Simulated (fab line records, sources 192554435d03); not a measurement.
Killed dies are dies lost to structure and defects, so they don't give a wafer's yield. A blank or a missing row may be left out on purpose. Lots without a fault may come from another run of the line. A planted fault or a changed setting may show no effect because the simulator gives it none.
fab line records | flow n5_finfet
record lots=24 wafers=72 last_day=19
route steps=1938 shown BEOL_M2@881 BEOL_M3@932
lots that met no fault: from a run of the same line without faults
start_h: hours from the record's first day to the start of the lot's first wafer shown | wait_h: hours since the lot's step before | " the same as in the row above | L1.1+2: a row that stands for several wafers | - no value, or no start given | * or withheld: withheld | < > ~ a bound
route shown NAME@n: a module of which the file shows steps, and the number in the route of the first | usual: mean/standard deviation of fault-free wafers | same: alike in all rows | chamber/n: place in a boat | sites: the reading at each site | _std_site: their standard deviation | _edge_site: outer sites' mean less inner sites' | radius_mm: how far each site lies from the wafer's centre | mask NAME#n: copy n | behind: the tool/chamber that last shaped the wafer | hold: why the lot was held/for how many hours/how that ended | device: the transistor (n, p or np) that didn't switch | end of line: the same wafers' tests at the end of the route | a step without rows: its recipe alone | killed: dies lost to structure and defects at the first sort, not the wafer's yield | map: a wafer's dies, x killed, . not, _ none there
set.NAME: the setting as run; set.NAME@STEP: as run at that earlier step | model.NAME: the simulator's own value behind a step, which no gauge read
steps of the route over a sample of lots; a table a step, a row a wafer
services: from which hour (start_h, from the record's first day; less than 0 if before it) a tool's chamber was out of use, for how many hours, and why
## steps
# step N5_BEOL_M2_ETCH_69
# recipe chemistry=CF4 target=SiARC target_depth_a=156 mask_material=CAR-EUV time_s=26 ion_energy_ev=80 pressure_mtorr=40 source_w=545 bias_w=36 Ar_flow_sccm=100 cf4_flow_sccm=100 ends=cleared
# usual drypump_motor_current_A=6.0/0.5 etch_rf_on_time_s=25.8/0.64 oes_product_au=0.70/0.057 rf_fwd_power_W=531.6/1.6 rf_vpp_V=184.0/1.1 showerhead_plenum_p_Torr=2.14/0.065 throttle_valve_pct=15.59/0.21
# columns lot.wafer tool chamber start_h wait_h drypump_motor_current_A etch_rf_on_time_s oes_product_au rf_fwd_power_W rf_hours_counter_h rf_vpp_V showerhead_plenum_p_Torr throttle_valve_pct
L075.1 rie_diel-05 1 152.49 0.0 6.2 25.9 0.82 534.1 8 183.6 2.11 15.39
L075.2 " 2 " " 5.6 24.7 0.66 530.4 182 185.4 2.22 15.79
L075.6 " 0 " " 5.4 25.7 0.74 530.2 - 184.2 2.19 15.53
L074.1 rie_diel-05 2 152.60 0.0 5.6 24.7 0.67 530.0 182 184.8 2.22 15.78
L074.4 " 1 " " 6.2 25.7 0.82 530.7 - 184.0 2.11 15.39
L074.6 " 0 " " 5.3 25.9 0.73 532.0 - 184.5 2.19 15.52
L076.3 rie_diel-03 2 153.65 0.0 6.8 25.2 0.73 532.5 50 184.8 2.18 15.70
L076.4 " 3 " " 5.6 26.1 0.59 532.5 227 184.3 2.20 16.16
L076.6 " 1 " " 6.5 26.2 0.74 527.2 - 185.4 2.18 15.34
L078.2 rie_diel-05 0 156.59 0.0 5.3 26.1 0.73 529.4 50 184.0 2.19 15.53
L078.3 " 2 " " 5.7 24.7 0.66 532.0 185 185.9 2.22 15.78
L078.6 " 1 " " 6.2 25.8 0.80 534.1 - 182.2 2.11 15.39
L077.4 rie_diel-05 0 159.58 0.0 5.3 26.0 0.73 530.9 - 185.1 2.19 15.52
L077.5 " 1 " " 6.2 26.1 0.80 530.6 - 182.9 2.11 15.40
L077.6 " 2 " " 5.6 24.8 0.66 530.3 - 185.1 2.22 15.78
L080.2 rie_diel-01 2 172.77 0.0 5.4 26.4 0.60 533.3 203 183.6 2.20 15.73
L080.4 " 3 " " 5.1 26.2 0.64 536.2 161 181.3 1.96 15.44
L080.5 " 1 " " 6.5 24.8 0.73 531.4 - 183.7 2.10 15.25
L079.1 rie_diel-01 3 174.11 0.0 5.1 26.0 0.65 531.0 162 182.5 1.96 15.44
L079.4 " 1 " " 6.4 24.6 0.73 531.6 49 183.3 2.10 15.25
L079.6 " 1 " " 6.4 25.0 0.72 534.3 - 183.4 2.10 15.25
L081.1 rie_diel-01 1 194.98 0.0 6.4 25.1 0.72 533.2 55 182.7 2.10 15.25
L081.2 " 2 " " 5.4 26.7 0.60 532.1 210 185.1 2.20 15.75
L081.6 " 0 " " 6.2 27.0 0.65 530.8 - 182.9 2.06 15.74
L082.1 rie_diel-03 1 196.18 0.0 6.5 26.4 0.73 535.8 49 184.9 2.17 15.38
L082.3 " 3 " " 5.6 26.2 0.59 529.6 242 183.3 2.20 16.19
L082.4 " 2 " " 6.7 25.3 0.72 532.3 64 183.7 2.18 15.74
L083.2 rie_diel-03 2 202.53 0.0 6.7 25.0 0.72 531.6 65 183.8 2.18 15.72
L083.3 " 1 " " 6.5 26.4 0.72 530.8 50 184.3 2.17 15.38
L083.6 " 1 " " 6.5 26.3 0.71 531.9 - 184.9 2.17 15.37
L084.1 rie_diel-05 0 215.45 0.0 5.3 26.2 0.70 531.2 69 183.7 2.19 15.57
L084.3 " 2 " " 5.6 24.8 0.65 529.1 206 184.5 2.22 15.83
L084.4 " 3 " " 5.6 26.2 0.77 531.5 17 183.3 2.11 15.25
L085.1 rie_diel-05 1 222.45 0.0 6.2 26.0 0.76 533.4 33 181.8 2.10 15.42
L085.4 " 3 " " 5.6 25.9 0.77 535.2 19 183.9 2.11 15.24
L085.6 " 2 " " 5.6 24.6 0.65 532.3 - 184.8 2.21 15.82
L087.1 rie_diel-03 1 231.78 0.0 6.5 26.5 0.72 532.6 58 186.1 2.17 15.40
L087.2 " 2 " " 6.7 25.3 0.71 529.1 74 182.8 2.17 15.77
L087.5 " 0 " " 6.0 26.3 0.70 530.6 - 182.9 2.08 15.67
L086.2 rie_diel-03 2 234.76 0.0 6.7 25.3 0.70 530.9 75 184.4 2.17 15.77
L086.4 " 2 " " 6.7 25.3 0.71 534.0 - 184.3 2.17 15.75
L086.5 " 1 " " 6.5 26.7 0.70 531.1 - 185.1 2.17 15.40
L089.2 rie_diel-03 1 237.85 0.0 6.5 26.4 0.71 531.9 61 186.8 2.17 15.39
L089.3 " 0 " " 6.0 26.3 0.70 531.9 90 185.0 2.08 15.68
L089.5 " 2 " " 6.7 25.2 0.71 533.2 - 184.6 2.17 15.75
L090.2 rie_diel-03 1 238.08 0.0 6.5 26.2 0.71 531.1 61 184.0 2.17 15.38
L090.4 " 1 " " 6.5 26.4 0.71 531.3 - 184.4 2.17 15.38
L090.6 " 0 " " 6.0 26.1 0.69 529.3 - 183.3 2.08 15.68
L088.2 rie_diel-03 1 240.25 0.0 6.5 26.6 0.71 529.0 62 183.2 2.17 15.40
L088.3 " 2 " " 6.7 25.2 0.71 532.0 77 183.7 2.17 15.76
L088.6 " 1 " " 6.4 26.4 0.71 534.1 - 184.4 2.17 15.39
L092.1 rie_diel-05 1 245.17 0.0 6.2 26.1 0.75 531.4 38 183.7 2.10 15.45
L092.2 " 3 " " 5.6 26.1 0.76 529.8 24 183.4 2.11 15.27
L092.4 " 0 " " 5.4 26.0 0.70 529.9 75 184.2 2.18 15.58
L091.2 rie_diel-03 0 248.59 0.0 6.0 26.1 0.69 529.6 93 183.4 2.08 15.68
L091.5 " 2 " " 6.8 25.4 0.71 534.5 - 185.5 2.17 15.74
L091.6 " 1 " " 6.5 26.4 0.71 533.1 - 184.1 2.17 15.40
L093.2 rie_diel-03 3 251.69 0.0 5.6 25.9 0.84 531.0 1 184.5 2.20 15.69
L093.4 " 2 " " 6.7 25.1 0.70 531.9 81 184.7 2.17 15.77
L093.6 " 2 " " 6.7 25.1 0.71 531.3 - 184.2 2.17 15.77
L094.1 rie_diel-03 2 251.87 0.0 6.7 25.2 0.70 532.2 81 184.5 2.17 15.79
L094.3 " 0 " " 6.0 26.1 0.68 532.1 94 182.1 2.08 15.67
L094.4 " 3 " " 5.6 26.0 0.83 528.4 1 185.5 2.20 15.69
L095.2 rie_diel-01 1 261.21 0.0 6.4 25.1 0.70 529.4 75 182.9 2.09 15.30
L095.5 " 2 " " 5.4 26.3 0.60 532.7 - 184.3 2.19 15.79
L095.6 " 3 " " 5.2 26.3 0.62 531.3 - 180.6 1.95 15.48
L096.2 rie_diel-05 1 282.33 0.0 6.2 26.2 0.75 533.2 44 182.5 2.10 15.46
L096.5 " 2 " " 5.6 24.7 0.64 531.7 - 184.9 2.21 15.85
L096.6 " 3 " " 5.5 26.4 0.74 530.1 - 184.6 2.10 15.28
L097.1 rie_diel-01 3 282.92 0.0 5.1 26.0 0.63 532.7 195 181.8 1.95 15.50
L097.5 " 1 " " 6.4 25.2 0.69 533.3 - 183.5 2.09 15.31
L097.6 " 0 " " 6.3 27.0 0.63 531.7 - 182.2 2.05 15.78
# step N5_BEOL_M2_ETCH_41
# recipe chemistry=CH3F/O2 target=SiCN target_depth_a=299 taper_deg=2 time_s=52.5 ion_energy_ev=120 mask_material=TiN pressure_mtorr=30 source_w=395 bias_w=75 Ar_flow_sccm=150 CH3F_flow_sccm=30 O2_flow_sccm=20
# usual CH3F_flow_sccm=30.00/0.098 drypump_motor_current_A=5.8/0.46 oes_product_au=0.81/0.074 rf_fwd_power_W=390.2/1.5 rf_vpp_V=297.1/1.6 showerhead_plenum_p_Torr=1.99/0.07 throttle_valve_pct=16.28/0.21
# columns lot.wafer tool chamber start_h wait_h CH3F_flow_sccm drypump_motor_current_A oes_product_au rf_fwd_power_W rf_hours_counter_h rf_vpp_V showerhead_plenum_p_Torr throttle_valve_pct
L075.1 rie_diel-05 0 - - 29.95 5.3 0.85 392.5 49 296.1 2.05 16.24
L075.2 " 2 " " 29.87 5.6 0.77 388.3 184 299.3 2.07 16.42
L075.6 " 2 " " 29.98 5.6 0.76 390.1 - 298.7 2.07 16.43
L074.1 rie_diel-03 1 - - 29.95 6.5 0.86 390.5 35 298.4 2.04 16.07
L074.4 " 2 " " 29.83 6.7 0.85 392.5 51 297.8 2.04 16.45
L074.6 " 2 " " 29.98 6.7 0.85 391.5 - 297.9 2.04 16.44
L076.3 rie_diel-01 1 - - 30.18 6.4 0.86 389.9 43 296.9 1.95 15.91
L076.4 " 0 " " 29.89 6.2 0.78 388.5 137 294.9 1.92 16.40
L076.6 " 1 " " 30.11 6.4 0.86 389.0 - 296.1 1.95 15.90
L078.2 rie_diel-05 1 - - 30.04 6.2 0.96 386.3 12 296.3 1.97 16.11
L078.3 " 2 " " 30.01 5.6 0.76 391.1 185 299.5 2.07 16.43
L078.6 " 2 " " 30.10 5.6 0.76 390.8 - 298.2 2.07 16.41
L077.4 rie_diel-05 0 - - 29.96 5.4 0.84 391.8 - 297.4 2.05 16.26
L077.5 " 2 " " 29.96 5.6 0.76 390.4 - 299.3 2.07 16.42
L077.6 " 1 " " 29.94 6.2 0.94 388.3 - 297.3 1.96 16.10
L079.1 rie_diel-05 3 - - 29.89 5.5 0.95 389.9 4 295.5 1.97 15.92
L079.4 " 2 " " 29.93 5.7 0.76 391.1 193 297.4 2.07 16.44
L079.6 " 2 " " 29.99 5.6 0.76 391.2 - 298.4 2.07 16.42
L080.2 rie_diel-01 1 - - 29.94 6.4 0.84 390.8 50 296.6 1.95 15.92
L080.4 " 3 " " 30.12 5.2 0.75 391.4 163 293.0 1.83 16.15
L080.5 " 2 " " 29.98 5.4 0.71 387.5 - 298.7 2.07 16.49
L081.1 rie_diel-05 2 - - 29.92 5.6 0.75 390.9 199 299.1 2.06 16.45
L081.2 " 3 " " 29.98 5.5 0.92 391.6 10 296.5 1.97 15.94
L081.6 " 3 " " 29.86 5.6 0.92 391.8 - 297.0 1.97 15.95
L082.1 rie_diel-01 0 - - 29.94 6.2 0.75 390.1 154 296.2 1.91 16.45
L082.3 " 3 " " 30.10 5.1 0.73 390.1 174 294.9 1.82 16.15
L082.4 " 2 " " 30.13 5.4 0.69 387.6 215 299.5 2.06 16.50
L083.2 rie_diel-03 3 - - 29.92 5.6 0.68 389.4 246 297.4 2.06 16.90
L083.3 " 0 " " 30.01 6.0 0.82 390.0 82 296.5 1.94 16.36
L083.6 " 3 " " 29.88 5.6 0.68 388.7 - 299.6 2.06 16.91
L084.1 rie_diel-03 2 - - 30.22 6.7 0.82 390.5 77 297.9 2.03 16.50
L084.3 " 1 " " 30.24 6.5 0.82 391.6 61 297.8 2.03 16.11
L084.4 " 1 " " 30.12 6.5 0.82 391.5 - 300.2 2.03 16.10
L085.1 rie_diel-05 3 - - 29.95 5.5 0.87 391.1 27 295.4 1.97 15.97
L085.4 " 1 " " 29.87 6.2 0.88 389.3 41 295.1 1.96 16.16
L085.6 " 1 " " 29.82 6.2 0.88 389.2 - 298.0 1.96 16.16
L087.1 rie_diel-03 0 - - 30.05 6.0 0.80 392.1 97 296.4 1.94 16.38
L087.2 " 1 " " 30.03 6.5 0.82 391.9 68 297.1 2.03 16.13
L087.5 " 1 " " 30.07 6.5 0.82 391.4 - 299.0 2.03 16.11
L086.2 rie_diel-05 0 - - 29.90 5.3 0.81 389.5 79 296.6 2.04 16.29
L086.4 " 3 " " 29.85 5.6 0.88 389.8 28 297.8 1.96 15.99
L086.5 " 3 " " 30.00 5.5 0.88 391.8 - 296.0 1.96 15.99
L089.2 rie_diel-05 0 - - 29.93 5.4 0.81 388.8 79 297.6 2.04 16.29
L089.3 " 2 " " 30.16 5.6 0.74 389.9 216 299.3 2.06 16.47
L089.5 " 3 " " 29.77 5.5 0.88 389.1 - 296.3 1.96 15.98
L090.2 rie_diel-01 0 - - 30.04 6.2 0.74 389.0 171 296.3 1.91 16.48
L090.4 " 2 " " 29.98 5.4 0.68 390.5 231 298.0 2.06 16.52
L090.6 " 0 " " 29.83 6.2 0.74 390.7 - 294.9 1.91 16.49
L088.2 rie_diel-05 0 - - 29.95 5.4 0.81 390.7 81 299.2 2.04 16.30
L088.3 " 2 " " 30.17 5.6 0.73 391.0 218 299.3 2.06 16.48
L088.6 " 2 " " 30.09 5.6 0.73 389.1 - 297.7 2.06 16.48
L091.2 rie_diel-03 2 - - 29.94 6.7 0.81 390.5 86 297.4 2.03 16.50
L091.5 " 2 " " 29.94 6.7 0.81 390.1 - 298.1 2.03 16.53
L091.6 " 3 " " 30.09 5.6 0.95 392.4 - 298.3 2.05 16.42
L092.1 rie_diel-01 2 - - 30.10 5.4 0.69 389.9 234 298.1 2.06 16.53
L092.2 " 1 " " 29.99 6.4 0.79 388.6 81 296.8 1.94 15.98
L092.4 " 0 " " 29.94 6.2 0.74 388.3 174 296.2 1.91 16.49
L093.2 rie_diel-05 2 - - 30.10 5.6 0.73 390.3 219 297.8 2.06 16.49
L093.4 " 1 " " 30.08 6.2 0.87 390.0 44 295.2 1.95 16.17
L093.6 " 2 " " 30.05 5.6 0.73 390.0 - 299.1 2.06 16.47
L094.1 rie_diel-01 1 - - 30.03 6.5 0.80 390.9 82 296.5 1.94 15.97
L094.3 " 3 " " 29.99 5.1 0.73 393.0 196 292.7 1.82 16.20
L094.4 " 0 " " 30.00 6.2 0.73 388.3 175 296.0 1.91 16.48
L095.2 rie_diel-05 1 - - 30.02 6.2 0.87 386.6 45 296.5 1.95 16.18
L095.5 " 1 " " 30.01 6.2 0.88 387.8 - 295.8 1.95 16.17
L095.6 " 2 " " 30.01 5.6 0.73 390.6 - 298.3 2.06 16.49
L096.2 rie_diel-01 2 - - 30.01 5.4 0.68 389.5 237 299.1 2.06 16.54
L096.5 " 1 " " 29.98 6.5 0.80 390.6 - 296.0 1.94 15.97
L096.6 " 0 " " 30.11 6.2 0.74 389.7 - 295.5 1.91 16.50
L097.1 rie_diel-03 1 - - 30.14 6.4 0.82 391.0 74 298.1 2.03 16.14
L097.5 " 0 " " 29.96 6.0 0.79 388.4 - 294.4 1.93 16.39
L097.6 " 3 " " 30.06 5.6 0.93 391.0 - 298.7 2.05 16.45
# step N5_BEOL_M2_SURFACE_TREAT_85
# recipe gas=Ar time_s=* ion_energy_ev=* ion_current_ma_cm2=0.5 pressure_mtorr=* ar_flow_sccm=30
# usual throttle_valve_pct=*
# columns lot.wafer tool chamber start_h wait_h throttle_valve_pct
L075.1 pvd_sputter-03 - 155.67 0.2 *
L075.2 " - " " *
L075.6 " - " " *
L074.1 pvd_sputter-02 - 155.75 0.1 *
L074.4 " - " " *
L074.6 " - " " *
L076.3 pvd_sputter-03 - 159.17 0.2 *
L076.4 " - " " *
L076.6 " - " " *
L078.2 pvd_sputter-01 - 159.19 0.2 *
L078.3 " - " " *
L078.6 " - " " *
L077.4 pvd_sputter-03 - 163.32 0.1 *
L077.5 " - " " *
L077.6 " - " " *
L079.1 pvd_sputter-03 - 178.51 0.2 *
L079.4 " - " " *
L079.6 " - " " *
L080.2 pvd_sputter-03 - 178.63 0.2 *
L080.4 " - " " *
L080.5 " - " " *
L081.1 pvd_sputter-03 - 197.07 0.1 *
L081.2 " - " " *
L081.6 " - " " *
L082.1 pvd_sputter-02 - 214.55 0.1 *
L082.3 " - " " *
L082.4 " - " " *
L083.2 pvd_sputter-02 - 214.61 0.1 *
L083.3 " - " " *
L083.6 " - " " *
L084.1 pvd_sputter-02 - 239.12 0.1 *
L084.3 " - " " *
L084.4 " - " " *
L085.1 pvd_sputter-03 - 259.67 0.3 *
L085.4 " - " " *
L085.6 " - " " *
L087.1 pvd_sputter-02 - 263.17 0.1 *
L087.2 " - " " *
L087.5 " - " " *
L086.2 pvd_sputter-02 - 263.53 0.2 *
L086.4 " - " " *
L086.5 " - " " *
L089.2 pvd_sputter-02 - 267.20 0.4 *
L089.3 " - " " *
L089.5 " - " " *
L090.2 pvd_sputter-03 - 269.69 0.1 *
L090.4 " - " " *
L090.6 " - " " *
L088.2 pvd_sputter-03 - 273.32 0.1 *
L088.3 " - " " *
L088.6 " - " " *
L091.2 pvd_sputter-01 - 276.63 0.3 *
L091.5 " - " " *
L091.6 " - " " *
L092.1 pvd_sputter-03 - 277.69 0.1 *
L092.2 " - " " *
L092.4 " - " " *
L093.2 pvd_sputter-02 - 281.83 0.2 *
L093.4 " - " " *
L093.6 " - " " *
L094.1 pvd_sputter-01 - 285.04 0.1 *
L094.3 " - " " *
L094.4 " - " " *
L095.2 pvd_sputter-01 - 285.16 0.2 *
L095.5 " - " " *
L095.6 " - " " *
L096.2 pvd_sputter-03 - 288.83 0.2 *
L096.5 " - " " *
L096.6 " - " " *
L097.1 pvd_sputter-03 - 292.09 0.2 *
L097.5 " - " " *
L097.6 " - " " *
# step N5_BEOL_M2_THK_MEAS_53
# recipe thk_meas_gauge=xrf reads=Cu_of_BEOL_M2_ECD_50
# usual M2_THK=40.6/1.8
# columns lot.wafer tool chamber start_h wait_h M2_THK[nm]
L074.1 film_metro-02 - 158.58 - 39.1
L074.4 " - " " 39.3
L074.6 " - " " 42.6
L075.1 film_metro-02 - 159.34 - 41.1
L075.2 " - " " 41.7
L075.6 " - " " 43.1
L078.2 film_metro-02 - 162.24 - 41.2
L078.3 " - " " 44.0
L078.6 " - " " 42.6
L077.4 film_metro-01 - 166.19 - 40.5
L077.5 " - " " 44.7
L077.6 " - " " 41.2
L079.1 film_metro-02 - 181.29 - 43.2
L079.4 " - " " 42.4
L079.6 " - " " 44.7
L080.2 film_metro-01 - 181.49 - 41.6
L080.4 " - " " 37.9
L080.5 " - " " 38.6
L081.1 film_metro-01 - 201.44 - 43.5
L081.2 " - " " 39.5
L081.6 " - " " 39.6
L082.1 film_metro-02 - 217.41 - 39.6
L082.3 " - " " 42.6
L082.4 " - " " 41.1
L083.2 film_metro-01 - 217.50 - 40.7
L083.3 " - " " 40.7
L083.6 " - " " 40.0
L084.1 film_metro-02 - 243.69 - 40.8
L084.3 " - " " 39.5
L084.4 " - " " 39.5
L085.1 film_metro-02 - 262.49 - 38.6
L085.4 " - " " 42.6
L085.6 " - " " 41.3
L087.1 film_metro-02 - 266.12 - 40.0
L087.2 " - " " 40.6
L087.5 " - " " 38.5
L086.2 film_metro-01 - 266.46 - 42.0
L086.4 " - " " 39.2
L086.5 " - " " 40.3
L089.2 film_metro-01 - 269.99 - 41.3
L089.3 " - " " 41.5
L089.5 " - " " 40.4
L076.3 film_metro-01 - 271.95 - 42.0
L076.4 " - " " 38.1
L076.6 " - " " 40.7
L090.2 film_metro-01 - 272.63 - 37.8
L090.4 " - " " 38.6
L090.6 " - " " 38.7
L088.2 film_metro-01 - 277.94 - 40.0
L088.3 " - " " 41.9
L088.6 " - " " 41.2
L091.2 film_metro-01 - 279.54 - 41.2
L091.5 " - " " 40.9
L091.6 " - " " 39.5
L092.1 film_metro-02 - 281.48 - 38.0
L092.2 " - " " 39.9
L092.4 " - " " 38.6
L093.2 film_metro-01 - 284.69 - 44.4
L093.4 " - " " 42.6
L093.6 " - " " 41.5
L094.1 film_metro-02 - 288.13 - 42.9
L094.3 " - " " 39.9
L094.4 " - " " 38.0
L095.2 film_metro-01 - 288.40 - 39.0
L095.5 " - " " 39.3
L095.6 " - " " 40.4
L096.2 film_metro-01 - 291.68 - 38.7
L096.5 " - " " 38.5
L096.6 " - " " 37.1
L097.1 film_metro-02 - 297.15 - 40.5
L097.5 " - " " 42.4
L097.6 " - " " 41.0
# step N5_BEOL_M2_DEP_57
# recipe material=SiCN target_thk_a=80 temp_c=withheld precursor=3MS/NH3 pressure_torr=3 rf_w=202 time_s=14
# usual rf_fwd_power_W=199.5/0.8 showerhead_plenum_p_Torr=3.668/0.016 throttle_valve_pct=9.3/0.43
# columns lot.wafer tool chamber start_h wait_h rf_fwd_power_W showerhead_plenum_p_Torr throttle_valve_pct
L074.1 pecvd-03 1 158.77 0.0 198.9 3.671 9.0
L074.4 " 1 " " 198.9 3.671 9.4
L074.6 " 0 " " 199.6 3.658 9.0
L075.1 pecvd-03 2 159.59 0.0 198.7 3.680 9.1
L075.2 " 1 " " 199.1 3.665 9.2
L075.6 " 0 " " 200.3 3.650 9.1
L078.2 pecvd-04 0 162.43 0.0 199.0 3.657 9.3
L078.3 " 1 " " 198.9 3.686 10.2
L078.6 " 0 " " 200.1 3.648 9.4
L077.4 pecvd-02 2 166.54 0.0 199.0 3.668 8.7
L077.5 " 1 " " 200.8 3.686 9.9
L077.6 " 0 " " 199.9 3.643 9.1
L079.1 pecvd-02 1 181.49 0.0 199.9 3.687 9.8
L079.4 " 0 " " 200.7 3.635 9.1
L079.6 " 2 " " 199.7 3.684 8.7
L080.2 pecvd-03 2 181.68 0.0 200.2 3.670 9.0
L080.4 " 2 " " 200.0 3.668 8.9
L080.5 " 0 " " 199.0 3.653 9.1
L081.1 pecvd-03 2 201.63 0.0 200.2 3.673 8.8
L081.2 " 1 " " 199.9 3.676 8.9
L081.6 " 1 " " 199.0 3.670 9.0
L082.1 pecvd-04 2 217.66 0.0 199.0 3.685 9.0
L082.3 " 0 " " 198.4 3.645 9.1
L082.4 " 1 " " 200.5 3.671 10.2
L083.2 pecvd-03 1 217.84 0.0 198.1 3.665 9.1
L083.3 " 1 " " 198.7 3.675 9.2
L083.6 " 1 " " 198.1 3.663 9.0
L084.1 pecvd-02 0 243.89 0.0 200.0 3.635 9.1
L084.3 " 1 " " 200.9 3.683 9.6
L084.4 " 2 " " 199.7 3.687 9.0
L085.1 pecvd-04 0 262.69 0.0 199.0 3.644 9.0
L085.4 " 2 " " 198.8 3.685 9.3
L085.6 " 0 " " 198.0 3.653 9.1
L087.1 pecvd-03 0 266.32 0.0 199.2 3.658 9.2
L087.2 " 1 " " 200.1 3.675 9.1
L087.5 " 0 " " 198.8 3.652 9.2
L086.2 pecvd-03 0 266.66 0.0 199.9 3.657 9.1
L086.4 " 1 " " 200.1 3.677 9.4
L086.5 " 0 " " 200.6 3.647 9.3
L089.2 pecvd-02 1 270.20 0.0 199.4 3.685 9.8
L089.3 " 2 " " 199.2 3.685 8.7
L089.5 " 0 " " 200.1 3.634 8.9
L076.3 pecvd-03 0 272.17 0.0 199.3 3.649 9.1
L076.4 " 1 " " 198.5 3.666 9.1
L076.6 " 0 " " 200.4 3.659 9.3
L090.2 pecvd-03 0 272.83 0.0 199.3 3.657 8.9
L090.4 " 1 " " 198.7 3.662 9.1
L090.6 " 1 " " 199.0 3.673 9.3
L088.2 pecvd-04 0 278.13 0.0 199.8 3.648 9.1
L088.3 " 2 " " 198.1 3.677 9.3
L088.6 " 2 " " 198.7 3.685 9.2
L091.2 pecvd-04 2 279.73 0.0 198.6 3.685 9.2
L091.5 " 2 " " 198.9 3.695 9.1
L091.6 " 0 " " 199.0 3.654 9.1
L092.1 pecvd-03 0 281.67 0.0 199.5 3.658 9.0
L092.2 " 2 " " 199.9 3.685 8.4
L092.4 " 1 " " 198.6 3.673 9.1
L093.2 pecvd-04 1 284.89 0.0 199.0 3.679 10.1
L093.4 " 2 " " 198.1 3.690 9.1
L093.6 " 0 " " 200.7 3.648 9.0
L094.1 pecvd-04 1 288.34 0.0 199.4 3.684 10.0
L094.3 " 0 " " 199.2 3.650 9.4
L094.4 " 1 " " 199.9 3.686 10.1
L095.2 pecvd-04 0 288.61 0.0 199.3 3.656 9.2
L095.5 " 0 " " 200.4 3.648 9.1
L095.6 " 1 " " 199.0 3.681 10.4
L096.2 pecvd-02 0 291.87 0.0 200.4 3.646 9.0
L096.5 " 2 " " 198.8 3.678 8.9
L096.6 " 0 " " 200.4 3.636 8.9
L097.1 pecvd-04 1 297.51 0.0 201.8 3.683 10.1
L097.5 " 0 " " 198.8 3.651 9.3
L097.6 " 1 " " 200.9 3.680 10.1
# step N5_BEOL_M3_THK_MEAS_01
# recipe reads=SiOC_of_BEOL_M3_ILD_DEP_00
# usual M3_ILD_THK=78.7/1.1
# columns lot.wafer tool chamber start_h wait_h M3_ILD_THK[nm]
L074.1 film_metro-02 - 158.97 0.0 79.4
L074.4 " - " " 79.7
L074.6 " - " " 78.1
L075.1 film_metro-01 - 159.78 0.0 78.4
L075.2 " - " " 76.4
L075.6 " - " " 79.4
L078.2 film_metro-02 - 162.64 0.1 79.4
L078.3 " - " " 77.6
L078.6 " - " " 80.0
L077.4 film_metro-01 - 166.72 0.0 80.0
L077.5 " - " " 80.5
L077.6 " - " " 80.4
L079.1 film_metro-02 - 181.68 0.0 78.0
L079.4 " - " " 80.2
L079.6 " - " " 80.1
L080.2 film_metro-02 - 181.88 0.1 77.8
L080.4 " - " " 78.9
L080.5 " - " " 79.2
L081.1 film_metro-02 - 201.83 0.0 77.5
L081.2 " - " " 77.1
L081.6 " - " " 79.1
L082.1 film_metro-01 - 217.86 0.0 78.3
L082.3 " - " " 77.6
L082.4 " - " " 81.5
L083.2 film_metro-01 - 218.06 0.1 77.5
L083.3 " - " " 77.7
L083.6 " - " " 77.5
L084.1 film_metro-01 - 244.08 0.0 79.8
L084.3 " - " " 77.4
L084.4 " - " " 79.8
L085.1 film_metro-02 - 262.88 0.0 78.1
L085.4 " - " " 79.6
L085.6 " - " " 79.8
L087.1 film_metro-01 - 266.54 0.0 78.5
L087.2 " - " " 78.0
L087.5 " - " " 79.4
L086.2 film_metro-02 - 266.88 0.1 79.0
L086.4 " - " " 79.3
L086.5 " - " " 80.1
L089.2 film_metro-01 - 270.40 0.1 78.0
L089.3 " - " " 78.6
L089.5 " - " " 78.5
L076.3 film_metro-02 - 272.37 0.1 77.7
L076.4 " - " " 79.4
L076.6 " - " " 77.7
L090.2 film_metro-01 - 273.05 0.1 80.4
L090.4 " - " " 81.2
L090.6 " - " " 80.0
L088.2 film_metro-02 - 278.35 0.1 79.4
L088.3 " - " " 80.8
L088.6 " - " " 80.0
L091.2 film_metro-01 - 279.95 0.1 77.7
L091.5 " - " " 78.7
L091.6 " - " " 79.6
L092.1 film_metro-02 - 281.87 0.0 78.6
L092.2 " - " " 78.4
L092.4 " - " " 79.1
L093.2 film_metro-02 - 285.09 0.1 78.4
L093.4 " - " " 79.7
L093.6 " - " " 79.6
L094.1 film_metro-01 - 288.56 0.0 76.6
L094.3 " - " " 76.5
L094.4 " - " " 78.5
L095.2 film_metro-01 - 288.82 0.1 77.9
L095.5 " - " " 77.9
L095.6 " - " " 78.2
L096.2 film_metro-01 - 292.07 0.1 77.0
L096.5 " - " " 79.0
L096.6 " - " " 78.7
L097.1 film_metro-02 - 297.71 0.0 78.2
L097.5 " - " " 79.9
L097.6 " - " " 78.1
## services
# columns tool chamber start_h hours kind
rie_diel-05 3 134.83 - clean
rie_diel-05 3 134.83 - consumable_replace:focus_ring
rie_diel-05 3 134.83 29.9 scheduled_down
rie_diel-05 3 134.83 29.9 vent_cycle
rie_diel-03 2 157.49 2.7 repair
pecvd-04 1 171.33 5.5 scheduled_down
pecvd-02 - 171.92 1.4 repair
pecvd-02 - 175.34 2.1 repair
pecvd-03 2 202.38 - clean
pecvd-03 2 202.38 - consumable_replace:showerhead
pecvd-03 2 202.38 29.0 scheduled_down
pecvd-03 2 202.38 29.0 vent_cycle
pvd_sputter-03 - 205.12 1.6 repair
pecvd-02 2 212.74 2.1 scheduled_down
pecvd-02 1 227.29 5.5 scheduled_down
rie_diel-03 3 227.88 - clean
rie_diel-03 3 227.88 - consumable_replace:focus_ring
rie_diel-03 3 227.88 18.7 scheduled_down
rie_diel-03 3 227.88 18.7 vent_cycle
rie_diel-05 2 229.83 7.1 repair
pvd_sputter-01 - 237.91 1.1 repair
pecvd-03 - 286.12 14.6 pm
pecvd-04 2 287.69 4.1 repair
pecvd-04 - 289.55 6.0 pm
## key
fault none
